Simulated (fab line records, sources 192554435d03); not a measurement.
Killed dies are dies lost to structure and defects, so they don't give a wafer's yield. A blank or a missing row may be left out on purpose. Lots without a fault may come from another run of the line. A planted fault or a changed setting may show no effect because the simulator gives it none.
fab line records | flow n5_finfet | part 1 of 2: steps 1 to 17 of 24
record lots=5 wafers=15 last_day=15
route steps=1938 shown BEOL_M0_SAQP@689 BEOL_M0_CUTY@701
lots that met no fault: from a run of the same line without faults
start_h: hours from the record's first day to the start of the lot's first wafer shown | wait_h: hours since the lot's step before | " the same as in the row above | L1.1+2: a row that stands for several wafers | - no value, or no start given | * or withheld: withheld | < > ~ a bound
route shown NAME@n: a module of which the file shows steps, and the number in the route of the first | usual: mean/standard deviation of fault-free wafers | same: alike in all rows | chamber/n: place in a boat | sites: the reading at each site | _std_site: their standard deviation | _edge_site: outer sites' mean less inner sites' | radius_mm: how far each site lies from the wafer's centre | mask NAME#n: copy n | behind: the tool/chamber that last shaped the wafer | hold: why the lot was held/for how many hours/how that ended | device: the transistor (n, p or np) that didn't switch | end of line: the same wafers' tests at the end of the route | a step without rows: its recipe alone | killed: dies lost to structure and defects at the first sort, not the wafer's yield | map: a wafer's dies, x killed, . not, _ none there
set.NAME: the setting as run; set.NAME@STEP: as run at that earlier step | model.NAME: the simulator's own value behind a step, which no gauge read
lots at some steps of the route; a table a step, a row a wafer
services: from which hour (start_h, from the record's first day; less than 0 if before it) a tool's chamber was out of use, for how many hours, and why
## steps
# step N5_BEOL_M0_SAQP_CD_MEAS_40
# recipe target_cd_nm=30 landing_energy_ev=500 detector=se_inlens
# usual cd_nm=30.15/0.28
# columns lot.wafer tool chamber start_h wait_h cd_nm
L075.1 cd_sem-03 0 118.58 - 30.31
L075.3 " 0 " " 30.20
L075.4 " 0 " " 30.52
L078.2 cd_sem-03 0 139.66 - 30.09
L078.4 " 0 " " 30.15
L078.6 " 0 " " 29.97
L085.2 cd_sem-01 0 181.40 - 30.55
L085.3 " 0 " " 30.38
L085.6 " 0 " " 30.52
L088.1 cd_sem-01 0 198.42 - 29.90
L088.4 " 0 " " 30.33
L088.6 " 0 " " 29.75
L089.3 cd_sem-02 0 207.08 - 30.42
L089.5 " 0 " " 30.27
L089.6 " 0 " " 30.29
# step N5_BEOL_M0_SAQP_OVL_MEAS_41
# recipe points_per_wafer=522
# usual M0_CUT1_OVL=-0.4/0.73
# columns lot.wafer tool chamber start_h wait_h M0_CUT1_OVL[nm]
L075.1 overlay-01 0 118.61 0.0 -0.2
L075.3 " 0 " " -1.1
L075.4 " 0 " " -2.5
L078.2 overlay-02 0 139.70 0.0 -1.6
L078.4 " 0 " " -0.3
L078.6 " 0 " " -0.2
L085.2 overlay-02 0 181.46 0.1 0.5
L085.3 " 0 " " 0.7
L085.6 " 0 " " 0.1
L088.1 overlay-02 0 198.45 0.0 0.3
L088.4 " 0 " " 0.7
L088.6 " 0 " " 0.0
L089.3 overlay-02 0 207.12 0.0 -1.3
L089.5 " 0 " " -1.3
L089.6 " 0 " " -0.5
# step N5_BEOL_M0_SAQP_INSPECT_42
# recipe mode=adi inspect_instrument=brightfield
# usual raw_defect_count=265/69
# columns lot.wafer tool chamber start_h wait_h raw_defect_count
L075.1 defect_inspect-02 - 118.67 0.1 282
L075.3 " - " " 343
L075.4 " - " " 403
L078.2 defect_inspect-01 - 139.75 0.0 214
L078.4 " - " " 213
L078.6 " - " " 179
L085.2 defect_inspect-02 - 181.53 0.1 251
L085.3 " - " " 219
L085.6 " - " " 207
L088.1 defect_inspect-02 - 198.51 0.1 226
L088.4 " - " " 267
L088.6 " - " " 233
L089.3 defect_inspect-01 - 207.17 0.0 231
L089.5 " - " " 376
L089.6 " - " " 245
# step N5_BEOL_M0_SAQP_DESCUM_45
# recipe chemistry=O2 time_s=7 source_power_w=50 bias_power_w=20 pressure_mtorr=20 rf_frequency_hz=2.712e+07 temp_c=40 resist=CAR-EUV o2_flow_sccm=225
# usual drypump_motor_current_A=6.0/0.58 oes_product_au=0.81/0.095 rf_fwd_power_W=49.34/0.27 rf_vpp_V=243.1/1.4 showerhead_plenum_p_Torr=2.09/0.07 temp_c=40.01/0.12 throttle_valve_pct=20.41/0.17
# columns lot.wafer tool chamber start_h wait_h drypump_motor_current_A oes_product_au rf_fwd_power_W rf_hours_counter_h rf_vpp_V showerhead_plenum_p_Torr temp_c throttle_valve_pct
L075.1 rie_diel-04 2 118.82 0.2 5.7 0.71 49.01 217 246.0 2.17 40.22 20.43
L075.3 " 1 " " 5.3 0.68 49.15 225 244.5 2.14 40.01 20.22
L075.4 " 3 " " 5.5 0.69 49.54 244 240.6 2.00 40.04 20.45
L078.2 rie_diel-05 1 139.79 0.0 5.6 0.79 49.48 125 241.4 2.03 40.05 20.31
L078.4 " 0 " " 5.5 0.72 49.12 199 244.5 2.16 40.13 20.31
L078.6 " 3 " " 6.3 0.80 49.39 - 244.3 2.03 39.84 20.30
L085.2 rie_diel-02 0 181.56 0.0 5.0 0.69 49.74 255 241.1 1.96 39.92 20.48
L085.3 " 3 " " 6.4 0.78 49.48 153 243.8 2.08 40.05 20.44
L085.6 " 2 " " 6.8 0.84 49.59 - 244.6 2.11 40.03 20.64
L088.1 rie_diel-02 1 198.54 0.0 6.2 0.96 49.56 3 241.9 2.05 40.02 20.22
L088.4 " 1 " " 6.2 0.95 49.72 - 242.2 2.05 40.11 20.22
L088.6 " 2 " " 6.8 0.83 49.25 - 242.4 2.11 40.19 20.66
L089.3 rie_diel-02 1 207.20 0.0 6.2 0.94 49.65 7 244.0 2.04 39.95 20.24
L089.5 " 2 " " 6.7 0.84 49.27 - 242.0 2.11 39.97 20.67
L089.6 " 1 " " 6.2 0.94 49.68 - 242.5 2.04 40.03 20.23
# step N5_BEOL_M0_SAQP_ETCH_88
# recipe chemistry=N2/H2 target=underlayer target_depth_a=65 time_s=5.2 ion_energy_ev=200 mask_material=CAR-EUV pressure_mtorr=30 source_w=840 bias_w=150 n2_flow_sccm=200 h2_flow_sccm=200 ends=cleared
# usual drypump_motor_current_A=6.0/0.58 etch_rf_on_time_s=5.25/0.14 n2_flow_sccm=200.0/0.65 oes_product_au=0.68/0.078 rf_fwd_power_W=819.4/2.6 rf_vpp_V=523.8/2.6 showerhead_plenum_p_Torr=2.54/0.084 throttle_valve_pct=17.86/0.21
# columns lot.wafer tool chamber start_h wait_h drypump_motor_current_A etch_rf_on_time_s n2_flow_sccm oes_product_au rf_fwd_power_W rf_hours_counter_h rf_vpp_V showerhead_plenum_p_Torr throttle_valve_pct
L075.1 rie_diel-04 2 118.86 0.0 5.7 5.19 199.0 0.61 819.5 217 524.2 2.62 17.79
L075.3 " 1 " " 5.4 5.30 199.2 0.59 814.9 225 523.1 2.63 17.93
L075.4 " 3 " " 5.4 5.27 200.7 0.59 820.5 244 517.7 2.38 17.59
L078.2 rie_diel-05 1 139.82 0.0 5.6 5.13 200.0 0.67 818.2 125 518.9 2.45 17.70
L078.4 " 0 " " 5.4 5.10 201.1 0.61 817.7 199 527.4 2.63 17.93
L078.6 " 3 " " 6.3 5.30 200.5 0.69 817.9 - 521.9 2.46 17.83
L085.2 rie_diel-02 0 181.59 0.0 5.0 4.95 200.2 0.59 816.8 255 519.0 2.38 17.96
L085.3 " 3 " " 6.5 5.30 199.7 0.64 820.9 153 522.1 2.54 17.93
L085.6 " 2 " " 6.7 5.36 199.8 0.70 820.0 - 526.1 2.57 18.08
L088.1 rie_diel-02 1 198.58 0.0 6.2 5.31 199.9 0.79 819.1 3 524.5 2.50 17.88
L088.4 " 1 " " 6.2 5.33 200.6 0.78 817.1 - 523.5 2.50 17.86
L088.6 " 2 " " 6.7 5.34 200.3 0.70 817.4 - 524.2 2.57 18.11
L089.3 rie_diel-02 1 207.23 0.0 6.2 5.40 199.5 0.79 814.1 7 522.5 2.50 17.86
L089.5 " 2 " " 6.8 5.43 200.4 0.69 820.7 - 523.3 2.57 18.12
L089.6 " 1 " " 6.2 5.37 200.0 0.78 814.6 - 524.8 2.50 17.89
# step N5_BEOL_M0_SAQP_ETCH_73
# recipe chemistry=CF4 target=SiARC target_depth_a=195 mask_material=CAR-EUV time_s=32.5 ion_energy_ev=80 pressure_mtorr=40 source_w=545 bias_w=36 Ar_flow_sccm=100 cf4_flow_sccm=100 ends=cleared
# usual drypump_motor_current_A=6.0/0.58 etch_rf_on_time_s=32.7/0.84 oes_product_au=0.68/0.078 rf_fwd_power_W=533/3.1 rf_vpp_V=183.9/1.2 showerhead_plenum_p_Torr=2.14/0.068 throttle_valve_pct=15.62/0.2
# columns lot.wafer tool chamber start_h wait_h drypump_motor_current_A etch_rf_on_time_s oes_product_au rf_fwd_power_W rf_hours_counter_h rf_vpp_V showerhead_plenum_p_Torr throttle_valve_pct
L075.1 rie_diel-04 2 118.87 0.0 5.7 32.2 0.61 530 217 184.7 2.21 15.63
L075.3 " 1 " " 5.3 33.3 0.58 533 225 185.5 2.21 15.57
L075.4 " 3 " " 5.5 32.9 0.58 536 244 182.6 2.03 15.59
L078.2 rie_diel-05 1 139.84 0.0 5.6 32.0 0.67 531 125 181.9 2.07 15.49
L078.4 " 0 " " 5.4 31.9 0.61 531 199 185.0 2.21 15.56
L078.6 " 3 " " 6.3 33.0 0.69 533 - 182.4 2.07 15.45
L085.2 rie_diel-02 0 181.61 0.0 5.1 31.6 0.59 536 255 180.9 2.02 15.78
L085.3 " 3 " " 6.5 33.4 0.65 531 153 184.3 2.13 15.72
L085.6 " 2 " " 6.7 33.8 0.70 534 - 184.8 2.17 15.88
L088.1 rie_diel-02 1 198.60 0.0 6.1 33.4 0.79 538 3 184.5 2.12 15.49
L088.4 " 1 " " 6.2 33.1 0.79 538 - 183.9 2.12 15.46
L088.6 " 2 " " 6.7 33.5 0.69 529 - 183.7 2.17 15.89
L089.3 rie_diel-02 1 207.25 0.0 6.2 33.5 0.78 538 7 183.3 2.11 15.49
L089.5 " 2 " " 6.8 33.8 0.69 530 - 183.7 2.17 15.90
L089.6 " 1 " " 6.2 33.3 0.78 541 - 183.5 2.11 15.48
# step N5_BEOL_M0_SAQP_CUT_ETCH_46
# recipe chemistry=N2/H2 target=SOC target_depth_a=1350 overetch_a=270 temp_c=40 time_s=202.5 ion_energy_ev=200 mask_material=SiARC pressure_mtorr=30 source_w=840 bias_w=150 n2_flow_sccm=200 h2_flow_sccm=200
# usual drypump_motor_current_A=6.0/0.58 n2_flow_sccm=200.1/0.59 rf_fwd_power_W=837.4/2.4 rf_vpp_V=523.8/2.6 showerhead_plenum_p_Torr=2.54/0.084 temp_c=39.99/0.1 throttle_valve_pct=17.82/0.21
# columns lot.wafer tool chamber start_h wait_h drypump_motor_current_A n2_flow_sccm rf_fwd_power_W rf_hours_counter_h rf_vpp_V showerhead_plenum_p_Torr temp_c throttle_valve_pct
L075.1 rie_diel-04 2 118.90 0.0 5.7 200.0 830.2 217 526.3 2.62 40.12 17.77
L075.3 " 1 " " 5.4 199.9 838.5 225 525.7 2.63 39.91 17.90
L075.4 " 3 " " 5.5 199.5 841.6 244 519.7 2.38 39.94 17.55
L078.2 rie_diel-05 1 139.87 0.0 5.6 199.5 835.0 125 520.7 2.45 40.11 17.66
L078.4 " 0 " " 5.4 199.8 837.1 199 526.8 2.63 40.07 17.90
L078.6 " 3 " " 6.4 200.6 836.2 - 520.9 2.46 39.99 17.78
L085.2 rie_diel-02 0 181.64 0.0 5.0 200.0 840.2 255 520.0 2.38 40.16 17.91
L085.3 " 3 " " 6.5 200.7 837.6 153 524.1 2.54 39.99 17.88
L085.6 " 2 " " 6.7 200.1 835.1 - 525.0 2.57 39.96 18.04
L088.1 rie_diel-02 1 198.63 0.0 6.2 200.4 839.7 4 523.3 2.50 39.95 17.81
L088.4 " 1 " " 6.2 199.6 838.8 - 522.2 2.50 39.90 17.84
L088.6 " 2 " " 6.8 200.1 838.2 - 523.4 2.57 40.06 18.05
L089.3 rie_diel-02 1 207.28 0.0 6.2 200.2 837.5 7 522.2 2.50 39.82 17.83
L089.5 " 2 " " 6.7 200.2 833.1 - 525.7 2.57 39.74 18.07
L089.6 " 1 " " 6.2 199.6 841.4 - 523.1 2.50 40.03 17.82
# step N5_BEOL_M0_SAQP_STRIP_74
# recipe chemistry=N2/H2 temp_c=40 n2_flow_sccm=200 h2_flow_sccm=200 rf_frequency_hz=6e+07
# columns lot.wafer tool chamber start_h wait_h
L075.1+3+4 rie_diel-04 2,1,3 119.06 0.1
L078.2+4+6 rie_diel-05 1,0,3 140.03 0.1
L085.2+3+6 rie_diel-02 0,3,2 181.80 0.1
L088.1+4+6 rie_diel-02 1,1,2 198.78 0.1
L089.3+5+6 rie_diel-02 1,2,1 207.44 0.1
# step N5_BEOL_M0_SAQP_STRIP_89
# recipe chemistry=N2/H2 temp_c=40 n2_flow_sccm=200 h2_flow_sccm=200 rf_frequency_hz=6e+07
# columns lot.wafer tool chamber start_h wait_h
L075.1+3+4 rie_diel-04 2,1,3 119.07 0.0
L078.2+4+6 rie_diel-05 1,0,3 140.04 0.0
L085.2+3+6 rie_diel-02 0,3,2 181.81 0.0
L088.1+4+6 rie_diel-02 1,1,2 198.79 0.0
L089.3+5+6 rie_diel-02 1,2,1 207.45 0.0
# step N5_BEOL_M0_SAQP_ALD_48
# recipe material=SiO2 target_thk_a=200 temp_c=100 ald_precursor_family=BDEAS ald_co_reactant=O2-plasma pulse_time_s=1 co_reactant_pulse_time_s=1 purge_time_s=2 co_reactant_purge_time_s=2 ald_cycles=139 pressure_torr=2
# usual heater_power_w=76/8.6 precursor_pulse_height_rel=1.002/0.02
# columns lot.wafer tool chamber start_h wait_h heater_power_w precursor_pulse_height_rel
L075.1 ald_sin-04 2 119.10 0.0 70 1.015
L075.3 " 3 " " 80 1.016
L075.4 " 0 " " 71 1.054
L078.2 ald_sin-04 2 140.07 0.0 71 0.999
L078.4 " 1 " " 81 1.005
L078.6 " 0 " " 72 0.997
L085.2 ald_sin-04 1 183.21 1.4 80 1.014
L085.3 " 0 " " 71 0.985
L085.6 " 3 " " 80 1.015
L088.1 ald_sin-04 0 199.12 0.3 72 1.022
L088.4 " 0 " " 72 1.004
L088.6 " 1 " " 81 0.973
L089.3 ald_sin-03 0 208.62 1.2 72 0.997
L089.5 " 2 " " 57 1.028
L089.6 " 1 " " 87 0.987
# step N5_BEOL_M0_SAQP_ETCH_49
# recipe chemistry=CF4/O2 target_depth_a=370 target=SiO2 pressure_mtorr=40 source_w=535 bias_w=49 Ar_flow_sccm=100 cf4_flow_sccm=100 O2_flow_sccm=10 ion_energy_ev=100
# usual O2_flow_sccm=10.00/0.032 drypump_motor_current_A=5.9/0.55 oes_product_au=0.79/0.1 rf_fwd_power_W=532.4/1.8 rf_vpp_V=240/4.6 showerhead_plenum_p_Torr=2.22/0.068 throttle_valve_pct=15.87/0.21
# columns lot.wafer tool chamber start_h wait_h O2_flow_sccm drypump_motor_current_A oes_product_au rf_fwd_power_W rf_hours_counter_h rf_vpp_V showerhead_plenum_p_Torr throttle_valve_pct
L075.1 rie_diel-04 1 119.63 0.3 10.03 5.4 0.70 530.9 225 240 2.27 15.82
L075.3 " 3 " " 9.97 5.5 0.68 533.5 244 230 2.09 15.81
L075.4 " 2 " " 10.01 5.7 0.71 529.6 217 242 2.28 15.87
L078.2 rie_diel-04 2 140.60 0.3 10.06 5.7 0.69 529.5 225 242 2.27 15.89
L078.4 " 0 " " 9.97 5.4 0.66 532.8 - 253 2.26 16.29
L078.6 " 2 " " 10.02 5.7 0.70 531.9 - 242 2.27 15.89
L085.2 rie_diel-05 1 183.75 0.3 10.01 5.6 0.77 532.2 138 234 2.13 15.75
L085.3 " 2 " " 9.93 6.5 0.91 533.5 34 234 2.17 15.79
L085.6 " 3 " " 9.99 6.3 0.79 531.1 - 242 2.13 15.72
L088.1 rie_diel-02 2 199.65 0.3 10.06 6.7 0.81 532.0 78 236 2.23 16.13
L088.4 " 3 " " 10.03 6.5 0.77 531.7 - 239 2.20 15.96
L088.6 " 1 " " 9.99 6.2 0.94 531.2 - 243 2.18 15.72
L089.3 rie_diel-04 1 209.15 0.3 10.01 5.3 0.68 530.2 254 240 2.26 15.88
L089.5 " 2 " " 10.02 5.7 0.68 532.0 - 242 2.27 15.93
L089.6 " 1 " " 9.96 5.4 0.68 533.0 - 240 2.26 15.87
# step N5_BEOL_M0_SAQP_STRIP_75
# recipe chemistry=CF4 resist=SiARC power_w=300 bias_power_w=75 pressure_mtorr=50 cf4_flow_sccm=150 rf_frequency_hz=6e+07
# usual drypump_motor_current_A=5.9/0.55 oes_product_au=0.183/0.023 rf_fwd_power_W=293.5/1.8 rf_vpp_V=271.4/1.6 showerhead_plenum_p_Torr=1.81/0.054 throttle_valve_pct=13.61/0.22
# columns lot.wafer tool chamber start_h wait_h drypump_motor_current_A oes_product_au rf_fwd_power_W rf_hours_counter_h rf_vpp_V showerhead_plenum_p_Torr throttle_valve_pct
L075.1 rie_diel-04 1 119.73 0.1 5.3 0.164 292.3 225 272.0 1.85 13.59
L075.3 " 3 " " 5.5 0.162 291.9 244 266.7 1.71 13.62
L075.4 " 2 " " 5.7 0.158 292.8 217 273.2 1.84 13.62
L078.2 rie_diel-04 2 140.70 0.1 5.7 0.160 292.6 225 273.5 1.84 13.63
L078.4 " 0 " " 5.4 0.158 292.9 - 271.3 1.84 14.06
L078.6 " 2 " " 5.7 0.159 293.3 - 272.1 1.84 13.63
L085.2 rie_diel-05 1 183.85 0.1 5.6 0.180 291.7 138 269.2 1.73 13.49
L085.3 " 2 " " 6.4 0.213 297.7 34 269.3 1.77 13.51
L085.6 " 3 " " 6.3 0.189 292.5 - 270.7 1.74 13.48
L088.1 rie_diel-02 2 199.75 0.1 6.7 0.190 293.1 78 270.8 1.82 13.85
L088.4 " 3 " " 6.5 0.177 294.4 - 271.6 1.78 13.69
L088.6 " 1 " " 6.1 0.215 297.2 - 271.1 1.77 13.38
L089.3 rie_diel-04 1 209.25 0.1 5.3 0.157 291.9 254 272.9 1.84 13.65
L089.5 " 2 " " 5.7 0.161 292.0 - 272.6 1.83 13.68
L089.6 " 1 " " 5.3 0.154 292.1 - 271.2 1.84 13.65
# step N5_BEOL_M0_CUTY_COAT_50
# recipe resist=SiARC temp_c=220 time_s=60 spin_rpm=1500 resist_thk_nm=15
# usual resist_line_temp_C=23.01/0.098
# columns lot.wafer tool chamber start_h wait_h resist_line_temp_C
L075.1 litho_track-01 0 119.77 0.0 22.87
L075.3 " 0 " " 22.87
L075.4 " 0 " " 22.83
L078.2 litho_track-02 0 140.74 0.0 22.91
L078.4 " 0 " " 23.09
L078.6 " 0 " " 23.10
L085.2 litho_track-01 0 183.89 0.0 22.99
L085.3 " 0 " " 23.06
L085.6 " 0 " " 22.89
L088.1 litho_track-02 0 199.79 0.0 22.99
L088.4 " 0 " " 23.03
L088.6 " 0 " " 23.09
L089.3 litho_track-04 0 209.29 0.0 23.07
L089.5 " 0 " " 23.13
L089.6 " 0 " " 22.97
# step N5_BEOL_M0_CUTY_COAT_51
# recipe resist=CAR-ArF-block spin_rpm=1500 resist_thk_nm=150
# usual resist_line_temp_C=22.99/0.11
# columns lot.wafer tool chamber start_h wait_h resist_line_temp_C
L075.1 litho_track-01 0 - - 23.12
L075.3 " 0 " " 23.05
L075.4 " 0 " " 22.98
L078.2 litho_track-02 0 - - 23.04
L078.4 " 0 " " 23.09
L078.6 " 0 " " 23.06
L085.2 litho_track-01 0 - - 23.02
L085.3 " 0 " " 23.03
L085.6 " 0 " " 22.98
L088.1 litho_track-02 0 - - 22.86
L088.4 " 0 " " 22.92
L088.6 " 0 " " 22.97
L089.3 litho_track-04 0 - - 22.96
L089.5 " 0 " " 22.84
L089.6 " 0 " " 22.90
# step N5_BEOL_M0_CUTY_EBR_52
# recipe solvent=PGMEA ebr_width_mm=1.5
# usual resist_line_temp_C=23.00/0.1
# columns lot.wafer tool chamber start_h wait_h resist_line_temp_C
L075.1 litho_track-01 0 - - 23.01
L075.3 " 0 " " 23.11
L075.4 " 0 " " 23.20
L078.2 litho_track-02 0 - - 22.96
L078.4 " 0 " " 22.96
L078.6 " 0 " " 23.10
L085.2 litho_track-01 0 - - 22.92
L085.3 " 0 " " 22.89
L085.6 " 0 " " 22.89
L088.1 litho_track-02 0 - - 23.01
L088.4 " 0 " " 23.02
L088.6 " 0 " " 22.90
L089.3 litho_track-04 0 - - 22.93
L089.5 " 0 " " 23.01
L089.6 " 0 " " 22.95
# step N5_BEOL_M0_CUTY_SOFTBAKE_53
# recipe temp_c=110 time_s=60 resist=CAR-ArF-block
# usual resist_line_temp_C=22.99/0.11
# columns lot.wafer tool chamber start_h wait_h resist_line_temp_C
L075.1 litho_track-01 0 - - 22.93
L075.3 " 0 " " 23.20
L075.4 " 0 " " 23.21
L078.2 litho_track-02 0 - - 23.19
L078.4 " 0 " " 23.20
L078.6 " 0 " " 23.23
L085.2 litho_track-01 0 - - 22.90
L085.3 " 0 " " 22.98
L085.6 " 0 " " 23.01
L088.1 litho_track-02 0 - - 23.08
L088.4 " 0 " " 23.02
L088.6 " 0 " " 22.88
L089.3 litho_track-04 0 - - 22.90
L089.5 " 0 " " 22.81
L089.6 " 0 " " 22.76
# step N5_BEOL_M0_CUTY_EXPOSE_54
# recipe mask_id=M0_ABLK na=1.35 source_shape=conventional sigma_outer=0.8 polarization=unpolarized dose_mj=36
# same sigma_outer=0.8
# columns lot.wafer tool chamber start_h wait_h mask
L075.1+3+4 arfi_scanner-02 0 120.00 - M0_ABLK#0
L078.2+4+6 arfi_scanner-01 0 140.85 - M0_ABLK#0
L085.2+3+6 arfi_scanner-03 0 184.00 - M0_ABLK#0
L088.1+4+6 arfi_scanner-02 0 199.89 - M0_ABLK#0
L089.3+5+6 arfi_scanner-03 0 209.53 - M0_ABLK#0
